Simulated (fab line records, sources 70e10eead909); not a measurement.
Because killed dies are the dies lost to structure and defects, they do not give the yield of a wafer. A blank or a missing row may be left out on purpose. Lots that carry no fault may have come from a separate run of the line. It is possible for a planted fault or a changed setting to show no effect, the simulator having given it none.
fab line records	flow nand_harc
[record] lots = 6	wafers = 18	last_day = 33
route steps=1302 shown A_CONTACT@1063 END@1302
lots that met no fault: from a run of the same line without faults
start_h: start of the lot's first displayed wafer, in hours after the record's first day	wait_h: hours from the lot's prior step to this one	" identical to the entry in the row above	L1.1+2: a row that stands for several wafers	- value missing, or start not given	* or withheld: withheld	< > ~ a bound
route shown NAME@n: names a module that has steps shown in the file, with the first one's number in the route	usual: average and standard deviation across the fault-free wafers	same: alike in all rows	chamber/n: place in a boat	sites: readings site by site	_std_site: how widely they spread, as a standard deviation	_edge_site: outer sites' mean less inner sites'	radius_mm: how far each site lies from the wafer's centre	mask NAME#n: copy n	behind: the last tool/chamber to shape the wafer	hold: why the lot went on hold/how many hours it stayed there/how the hold came to an end	device: transistor that didn't switch, given as n, p or np	end of line: tests of these same wafers at the route's end	a step given without rows: its recipe and nothing more	killed: the dies lost at the first sort to structure and to defects; this is not the yield of the wafer	map: shows each die of a wafer: x if killed, . if not, _ if none is there
set.NAME: the setting that was run; set.NAME@STEP: the one run at that earlier step	model.NAME: the simulator's own value behind a step, which no gauge read
a table for each step, a row for each wafer; lots at some steps of the route
services: a tool's chamber out of use, with start hour (start_h, from the record's first day; less than 0 if before it), hours out, and reason
[[steps]]
[step NHARC_A_CONTACT_ETCH_106]
[recipe] target_depth_a = 900	overetch_a = 90	time_s = 49.5	ion_energy_ev = 100	cf4_flow_sccm = 80	o2_flow_sccm = 20	ar_flow_sccm = 0	rf_w = 300	bias_w = 100	chemistry = CF4/O2
[usual] drypump_motor_current_A = 5.9/0.41	oes_product_au = 1.006/0.013	rf_vpp_V = 197.7/1.4	showerhead_plenum_p_Torr = 1.33/0.06	throttle_valve_pct = 13.396/0.0093
lot.wafer	tool	chamber	start_h	wait_h	drypump_motor_current_A	oes_product_au	rf_hours_counter_h	rf_vpp_V	showerhead_plenum_p_Torr	throttle_valve_pct
L528.3	rie_diel-13	0	508.50	0.1	5.4	1.001	48	196.1	1.30	13.401
L528.6	"	0	"	"	5.3	1.008	-	197.3	1.29	13.389
L528.5	"	1	"	"	5.6	0.997	-	198.3	1.33	13.406
L535.1	rie_diel-13	3	583.29	0.1	6.5	1.007	22	200.0	1.34	13.401
L535.2	"	1	"	"	5.6	1.001	14	196.3	1.32	13.393
L535.6	"	0	"	"	5.4	1.008	-	197.5	1.29	13.394
L539.4	rie_diel-01	0	601.57	0.1	6.2	1.005	4	196.5	1.37	13.396
L539.2	"	2	"	"	5.9	0.984	5	197.8	1.29	13.410
L539.5	"	1	"	"	5.4	0.996	-	199.3	1.44	13.409
L542.1	rie_diel-01	3	651.12	0.3	5.1	1.001	13	195.8	1.24	13.400
L542.2	"	0	"	"	6.2	1.024	13	198.3	1.37	13.396
L542.5	"	0	"	"	6.2	1.029	-	198.4	1.37	13.404
L550.4	rie_diel-13	3	726.19	0.0	6.5	0.974	11	196.8	1.33	13.390
L550.2	"	2	"	"	6.3	1.018	8	196.1	1.25	13.399
L550.6	"	0	"	"	5.4	0.989	-	197.9	1.28	13.385
L551.1	rie_diel-13	3	740.55	0.1	6.6	0.989	13	198.7	1.33	13.400
L551.5	"	2	"	"	6.2	1.008	-	195.8	1.25	13.390
L551.6	"	3	"	"	6.5	0.987	-	197.4	1.33	13.405
[step NHARC_A_CONTACT_STRIP_82]
[recipe] o2_flow_sccm = 500	ar_flow_sccm = 0	bias_w = 0	chemistry = O2
[usual] drypump_motor_current_A = 5.9/0.41	oes_product_au = 1.007/0.011	rf_vpp_V = 57.7/0.92	showerhead_plenum_p_Torr = 3.52/0.16	throttle_valve_pct = 17.036/0.0091
lot.wafer	tool	chamber	start_h	wait_h	drypump_motor_current_A	oes_product_au	rf_hours_counter_h	rf_vpp_V	showerhead_plenum_p_Torr	throttle_valve_pct
L528.3	rie_diel-13	3	-	-	6.6	0.999	55	56.7	3.56	17.050
L528.6	"	0	"	"	5.4	0.995	-	56.8	3.43	17.042
L528.5	"	1	"	"	5.6	1.008	-	58.2	3.51	17.044
L535.1	rie_diel-13	2	-	-	6.2	1.012	23	55.7	3.35	17.033
L535.2	"	3	"	"	6.6	1.000	22	57.7	3.54	17.028
L535.6	"	1	"	"	5.6	1.005	-	58.1	3.50	17.063
L539.2	rie_diel-01	2	-	-	5.9	0.995	5	58.7	3.40	17.044
L539.4	"	0	"	"	6.3	1.022	4	59.3	3.62	17.018
L539.5	"	2	"	"	5.9	0.996	-	56.5	3.40	17.018
L542.1	rie_diel-01	3	-	-	5.2	0.994	13	58.3	3.28	17.050
L542.2	"	0	"	"	6.3	1.012	13	57.3	3.62	17.038
L542.5	"	3	"	"	5.2	0.998	-	57.2	3.28	17.028
L550.2	rie_diel-13	1	-	-	5.6	1.022	7	57.5	3.48	17.033
L550.4	"	3	"	"	6.5	0.986	11	56.5	3.51	17.027
L550.6	"	1	"	"	5.6	1.010	-	58.4	3.48	17.029
L551.1	rie_diel-13	1	-	-	5.6	1.013	9	56.9	3.47	17.044
L551.6	"	2	"	"	6.3	1.026	-	56.4	3.32	17.039
L551.5	"	3	"	"	6.6	0.982	-	56.5	3.51	17.041
[step NHARC_A_CONTACT_STRIP_83]
[recipe] time_s = 600	temp_c = 30	chemistry = post_etch_residue_remover
[step NHARC_A_CONTACT_DEP_84]
[recipe] target_thk_a = 28000	temp_c = 400	material = aC
[usual] throttle_valve_pct = 34.998/0.0094
lot.wafer	tool	chamber	start_h	wait_h	throttle_valve_pct
L528.3	acl_dep-02	0	510.55	-	35.007
L528.5	"	0	"	"	35.006
L528.6	"	0	"	"	34.988
L535.1	acl_dep-01	0	586.91	-	34.996
L535.2	"	0	"	"	35.002
L535.6	"	0	588.33	-	35.006
L539.2	acl_dep-01	0	603.32	-	34.981
L539.4	"	0	"	"	35.001
L539.5	"	0	"	"	34.992
L542.1	acl_dep-01	0	654.00	-	35.002
L542.2	"	0	"	"	34.985
L542.5	"	0	"	"	35.000
L550.2	acl_dep-02	0	727.14	-	34.995
L550.4	"	0	"	"	34.998
L550.6	"	0	"	"	34.982
L551.1	acl_dep-03	0	741.40	-	35.000
L551.5	"	0	742.55	-	34.999
L551.6	"	0	"	"	35.005
[step NHARC_A_CONTACT_DEP_85]
[recipe] target_thk_a = 600	target_thk_nm = 60	temp_c = 400	pressure_torr = 3.5	flow_sccm = 200	rf_w = 350	material = SiON
[usual] heater_power_outer_w = 458/57	heater_power_w = 765/84	showerhead_vpp_V = 1155/46
lot.wafer	tool	chamber	start_h	wait_h	heater_power_outer_w	heater_power_w	showerhead_vpp_V
L528.3	pecvd-03	2	511.78	0.9	403	689	1092
L528.6	"	1	"	"	549	884	1116
L528.5	"	0	"	"	445	771	1170
L535.2	pecvd-03	0	588.64	1.2	435	743	1170
L535.1	"	1	"	"	485	810	1125
L535.6	"	2	"	"	444	799	1100
L539.2	pecvd-03	1	604.83	1.2	448	747	1124
L539.4	"	0	"	"	377	643	1164
L539.5	"	1	"	"	457	733	1112
L542.2	pecvd-03	0	655.77	1.2	437	730	1184
L542.1	"	1	"	"	503	829	1119
L542.5	"	0	"	"	439	725	1164
L550.2	pecvd-02	2	728.59	1.2	383	724	1174
L550.6	"	0	"	"	579	917	1168
L550.4	"	1	"	"	364	643	1196
L551.1	pecvd-03	0	743.20	1.5	446	724	1177
L551.5	"	1	"	"	593	941	1116
L551.6	"	2	"	"	451	785	1098
[step NHARC_A_CONTACT_DEHYDRATE_00]
[recipe] temp_c = 150	time_s = 120
[step NHARC_A_CONTACT_HMDS_01]
[recipe] time_s = 30
[step NHARC_A_CONTACT_COAT_86]
[recipe] temp_c = 260	time_s = 75
[step NHARC_A_CONTACT_COAT_87]
[recipe] temp_c = 225	time_s = 65
[step NHARC_A_CONTACT_COAT_02]
[recipe] spin_rpm = 1500	resist_thk_nm = 90
[step NHARC_A_CONTACT_SOFTBAKE_03]
[recipe] temp_c = 105	time_s = 55
[step NHARC_A_CONTACT_EBR_04]
[step NHARC_A_CONTACT_EXPOSE_05]
[recipe] na = 1.35	sigma_outer = 0.8	dose_mj = 84.24	mask_id = A_CC
[usual] exposure_dose_mJ_cm2 = 84.15/0.089
lot.wafer	tool	chamber	start_h	wait_h	mask	exposure_dose_mJ_cm2
L528.3	arfi_scanner-01	0	512.21	-	A_CC#0	84.12
L528.5	"	0	"	"	A_CC#0	84.18
L528.6	"	0	"	"	A_CC#0	84.17
L535.1	arfi_scanner-01	0	589.22	-	A_CC#0	90.91
L535.2	"	0	"	"	A_CC#0	91.09
L535.6	"	0	"	"	A_CC#0	90.87
L539.2	arfi_scanner-01	0	605.35	-	A_CC#0	89.72
L539.4	"	0	"	"	A_CC#0	89.76
L539.5	"	0	"	"	A_CC#0	89.67
L542.1	arfi_scanner-03	0	656.20	-	A_CC#0	84.01
L542.2	"	0	"	"	A_CC#0	84.02
L542.5	"	0	"	"	A_CC#0	84.16
L550.2	arfi_scanner-03	0	729.17	-	A_CC#0	84.05
L550.4	"	0	"	"	A_CC#0	84.06
L550.6	"	0	"	"	A_CC#0	83.96
L551.1	arfi_scanner-03	0	743.59	-	A_CC#0	84.03
L551.5	"	0	"	"	A_CC#0	83.98
L551.6	"	0	"	"	A_CC#0	84.00
[step NHARC_A_CONTACT_PEB_06]
[recipe] peb_temp_c = 100	peb_time_s = 65
[step NHARC_A_CONTACT_DEVELOP_07]
[recipe] develop_time_s = 35	dev_temp_c = 23
[step NHARC_A_CONTACT_CD_MEAS_08]
[recipe] target_cd_nm = 200	landing_energy_ev = 500
[usual] cd_nm = 200.5/0.63
lot.wafer	tool	chamber	start_h	wait_h	cd_nm
L528.3	cd_sem-02	0	512.35	-	201.4
L528.5	"	0	"	"	201.4
L528.6	"	0	"	"	200.2
L535.1	cd_sem-02	0	589.36	-	205.9
L535.2	"	0	"	"	205.3
L535.6	"	0	"	"	205.8
L539.2	cd_sem-03	0	605.49	-	205.4
L539.4	"	0	"	"	204.8
L539.5	"	0	"	"	205.1
L542.1	cd_sem-03	0	656.34	-	201.2
L542.2	"	0	"	"	200.6
L542.5	"	0	"	"	200.4
L550.2	cd_sem-02	0	729.32	-	201.1
L550.4	"	0	"	"	200.8
L550.6	"	0	"	"	200.1
L551.1	cd_sem-01	0	743.73	-	200.0
L551.5	"	0	"	"	201.0
L551.6	"	0	"	"	201.0
[step NHARC_A_CONTACT_OVL_MEAS_09]
[usual] overlay_x_nm = -0.3/0.83	overlay_y_nm = 0.2/0.81
lot.wafer	tool	chamber	start_h	wait_h	overlay_x_nm	overlay_y_nm
L528.3	overlay-01	-	512.43	-	-1.4	-0.5
L528.5	"	-	"	"	-1.3	-1.4
L528.6	"	-	"	"	-1.7	-1.2
L535.1	overlay-01	-	589.45	-	-0.3	-1.9
L535.2	"	-	"	"	-0.9	-1.8
L535.6	"	-	"	"	-0.6	-1.8
L539.2	overlay-02	-	605.57	-	-0.2	-0.1
L539.4	"	-	"	"	-0.1	-0.4
L539.5	"	-	"	"	-0.4	-0.3
L542.1	overlay-01	-	656.43	-	0.2	0.2
L542.2	"	-	"	"	1.0	0.2
L542.5	"	-	"	"	0.6	0.2
L550.2	overlay-01	-	729.40	-	-0.8	0.4
L550.4	"	-	"	"	-0.2	-0.5
L550.6	"	-	"	"	-0.2	0.1
L551.1	overlay-02	-	743.82	-	-1.4	0.1
L551.5	"	-	"	"	-1.3	0.6
L551.6	"	-	"	"	-1.9	0.3
[step NHARC_END_SORT_01]
[recipe] temp_c = 25
[usual] killed_at_array = 55/22	killed_at_other = 0.9/1.2	killed_at_periphery = 3.6/2.3	killed_dies = 60/22	killed_open = 3.2/1.9	killed_short = 2.5/1.6
[same] gross_dies = 677
lot.wafer	tool	chamber	start_h	wait_h	killed_at_array	killed_at_other	killed_at_periphery	killed_dies	killed_open	killed_short
L528.3	prober-01	0	563.63	3.1	57	0	3	60	4	1
L528.5	prober-01	0	565.22	3.7	44	1	0	45	0	2
L528.6	prober-01	0	566.01	4.0	53	0	1	54	1	1
L542.1	prober-01	0	703.33	2.5	48	0	4	52	5	5
L542.2	prober-01	0	704.12	2.8	35	0	7	42	3	2
L542.5	prober-01	0	706.52	3.7	49	0	1	50	5	4
// killed by level:class
L528.3 A_CHANNEL_HOLE_D2:chamber_film_flake=39 A_CONTACT:chamber_film_flake=5 A_STAIRCASE:chamber_film_flake=3 A_SLIT:chamber_film_flake=3 A_WL_FILL:chamber_film_flake=2 P_GATE:geometric_particle:open=1 P_M1:geometric_particle:open=1 A_DECK1_JOINT:geometric_particle:open=1
L528.5 A_CHANNEL_HOLE_D2:chamber_film_flake=32 A_STAIRCASE:chamber_film_flake=3 A_SLIT:chamber_film_flake=3 A_WL_FILL:chamber_film_flake=2 A_DECK1_JOINT:geometric_particle:short=1 A_CHANNEL_FILL_D2:geometric_particle:short=1 A_DECK1_JOINT:chamber_film_flake=1 A_CONTACT:chamber_film_flake=1
L528.6 A_CHANNEL_HOLE_D2:chamber_film_flake=35 A_STAIRCASE:chamber_film_flake=5 A_CHANNEL_HOLE_D1:chamber_film_flake=4 A_SLIT:chamber_film_flake=3 A_DECK1_JOINT:chamber_film_flake=2 A_CONTACT:chamber_film_flake=2 P_CONTACT:geometric_particle:open=1 A_CHANNEL_FILL_D1:geometric_particle:short=1
L542.1 A_CHANNEL_HOLE_D2:chamber_film_flake=21 A_CHANNEL_HOLE_D1:chamber_film_flake=8 A_ZERO_WELL:chamber_film_flake=3 A_ONON_D2:geometric_particle:open=2 A_CHANNEL_FILL_D2:geometric_particle:short=2 A_WL_FILL:geometric_particle:open=2 A_STAIRCASE:chamber_film_flake=2 A_WL_FILL:chamber_film_flake=2
L542.2 A_CHANNEL_HOLE_D2:chamber_film_flake=13 A_CHANNEL_HOLE_D1:chamber_film_flake=7 A_SLIT:chamber_film_flake=4 P_CONTACT:chamber_film_flake=3 A_CONTACT:chamber_film_flake=2 P_BONDPAD:chamber_film_flake=2 A_DECK1_JOINT:chamber_film_flake=2 A_STAIRCASE:chamber_film_flake=2
L542.5 A_CHANNEL_HOLE_D2:chamber_film_flake=14 A_CHANNEL_HOLE_D1:chamber_film_flake=8 A_CONTACT:chamber_film_flake=4 A_SLIT:chamber_film_flake=4 A_BLC:chamber_film_flake=4 A_CHANNEL_FILL_D2:geometric_particle:open=2 A_CHANNEL_FILL_D2:geometric_particle:short=2 A_ZERO_WELL:chamber_film_flake=2
[[services]]
tool	chamber	start_h	hours	kind
rie_diel-01	0	484.88	6.7	repair
pecvd-03	2	515.29	18.8	repair
pecvd-03	-	519.51	0.9	repair
rie_diel-13	-	519.98	9.0	pm
arfi_scanner-03	-	540.17	4.0	pm
arfi_scanner-03	-	546.50	16.7	repair
pecvd-03	-	547.62	13.0	pm
acl_dep-01	-	553.98	13.0	pm
arfi_scanner-01	-	557.70	3.8	repair
rie_diel-01	-	557.95	9.0	pm
rie_diel-13	1	560.85	12.8	repair
arfi_scanner-01	-	596.00	4.0	pm
rie_diel-13	0	610.55	8.2	repair
rie_diel-13	1	628.30	5.6	repair
rie_diel-01	-	636.88	0.2	repair
acl_dep-01	-	651.39	2.6	repair
rie_diel-01	1	656.12	5.1	repair
arfi_scanner-01	-	693.13	0.8	repair
rie_diel-13	-	697.05	9.0	pm
arfi_scanner-03	-	712.17	4.0	pm
pecvd-03	-	728.62	13.0	pm
rie_diel-01	0	729.22	4.8	repair
rie_diel-01	-	734.95	9.0	pm
acl_dep-01	-	735.31	13.0	pm
[[key]]
[first_sign] step = NHARC_A_CONTACT_EXPOSE_05	reading = exposure_dose_mJ_cm2	direction = up	sigmas = 70	usual = 84.15	struck = 90.34
[effect] step = NHARC_A_CONTACT_CD_MEAS_08	reading = cd_nm	direction = up	sigmas = 7.9	usual = 200.5	struck = 205.4	through = control_loop
met_at NHARC_A_CONTACT_EXPOSE_05
struck_wafers L535.1,L535.2,L535.6,L539.2,L539.4,L539.5
tester_left_out L535,L539
[loop_trim] step = NHARC_A_CONTACT_EXPOSE_05	setting = dose	lots = L539
onset_between 512.21 589.22
[fault] kind = process_parameter_drift	tool = arfi_scanner-01	chamber = -	onset_h = 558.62	steps = NHARC_A_CONTACT_EXPOSE_05	channel = dose_mj	offset = 6.9011	shape = step	acts_in = these_recipes_only	stated = 84.24
// tester_left_out: of these lots the tester's yield and bins aren't shown, on N5 and GAA mostly nor the transistor test; their killed dies are dies lost to structure and defects alone, not to doping, threshold or leakage, so they don't give the yield
// loop_trim: a control loop set the setting to another value than it would have without faults
